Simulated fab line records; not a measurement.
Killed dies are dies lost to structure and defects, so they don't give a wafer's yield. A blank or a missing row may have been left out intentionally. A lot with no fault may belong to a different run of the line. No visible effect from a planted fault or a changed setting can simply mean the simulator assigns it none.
Chamber matching / flow nand_harc / 4 sister chambers for NHARC_A_STAIRCASE_DESCUM_168 on rie_diel-13
The step chemistry O2, time 3 s. 4 wafers are shown with their chamber, then 7 later ones without.

## WAFERS PAIRED WITH THEIR CHAMBERS
wafer=L082.1; chamber=0; showerhead_plenum_p_Torr (Torr)=1.78
wafer=L091.6; chamber=2; showerhead_plenum_p_Torr (Torr)=2.02
wafer=L090.1; chamber=1; showerhead_plenum_p_Torr (Torr)=2.02
wafer=L090.4; chamber=3; showerhead_plenum_p_Torr (Torr)=1.99

## WAFERS WITHOUT THEIR CHAMBER
wafer=L090.6; showerhead_plenum_p_Torr (Torr)=2.02
wafer=L093.2; showerhead_plenum_p_Torr (Torr)=1.77
wafer=L093.3; showerhead_plenum_p_Torr (Torr)=1.98
wafer=L093.6; showerhead_plenum_p_Torr (Torr)=2.02
wafer=L092.1; showerhead_plenum_p_Torr (Torr)=2.02
wafer=L092.5; showerhead_plenum_p_Torr (Torr)=1.77
wafer=L092.6; showerhead_plenum_p_Torr (Torr)=1.98

## WHICH CHAMBER EACH ONE RAN IN
wafer=L090.6; from the rows above=can't be placed: 1 or 2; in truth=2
wafer=L093.2; from the rows above=0; in truth=0
wafer=L093.3; from the rows above=3; in truth=3
wafer=L093.6; from the rows above=can't be placed: 1 or 2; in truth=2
wafer=L092.1; from the rows above=can't be placed: 1 or 2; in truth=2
wafer=L092.5; from the rows above=0; in truth=0
wafer=L092.6; from the rows above=3; in truth=3
Correct placement for 4 of the 7. These rows do not allow placing 3 (true chamber among the candidates in 3). Wrongly placed: 0.
How it was worked out, from the rows above alone: a wafer's distance from a chamber is the root of the sum, over the readings, of the square of ((its reading less the chamber's mean) divided by the reading's scatter). If the next closest chamber is less than 2 further off than the closest, the wafer can't be placed; otherwise it belongs to the closest. The mean given for a chamber averages the wafers shown for that chamber. The scatter (one wafer shown for each chamber): square how far every hidden wafer sits from the nearest shown wafer, average those squares and take the square root.
